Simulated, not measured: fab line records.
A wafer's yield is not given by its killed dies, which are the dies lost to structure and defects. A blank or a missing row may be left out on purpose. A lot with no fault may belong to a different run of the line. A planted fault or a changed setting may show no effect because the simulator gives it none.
Chamber matching    flow nand_harc    cmp-04 running NHARC_P_CONTACT_CMP_24: 4 sister chambers
The step polishes, t overpolish 30 s, target thk 200 nm. 4 wafers are shown with their chamber, then 8 later ones without.

== WAFERS WITH THEIR CHAMBER ==
wafer   chamber  motor_current_A (A)
L086.6  0        12.6
L089.2  1        14.0
L089.6  3        12.0
L091.1  2        13.4

== WAFERS WITHOUT THEIR CHAMBER ==
wafer   motor_current_A (A)
L091.3  11.9
L091.4  13.6
L092.2  13.2
L092.4  13.3
L092.5  12.2
L097.2  12.7
L097.3  13.2
L097.6  13.1

== WHICH CHAMBER EACH ONE RAN IN ==
wafer    from the rows above       in truth
L091.3   3                         3
L091.4   can't be placed: 2 or 1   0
L092.2   2                         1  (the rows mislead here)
L092.4   2                         2
L092.5   can't be placed: 3 or 0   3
L097.2   0                         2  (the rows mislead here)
L097.3   2                         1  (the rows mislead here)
L097.6   can't be placed: 2 or 0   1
2 of 8 placed correctly. These rows do not allow placing 3 (true chamber among the candidates in 1). Number placed wrongly: 3.
How it was worked out, from the rows above alone: a wafer's distance from a chamber is the root of the sum, over the readings, of the square of ((its reading less the chamber's mean) divided by the reading's scatter). The wafer belongs to the nearest chamber; if the next one is less than 2 further off, it can't be placed. The mean given for a chamber averages the wafers shown for that chamber. The scatter: root of mean squared gap, hidden wafer to nearest shown wafer, with one shown wafer a chamber.
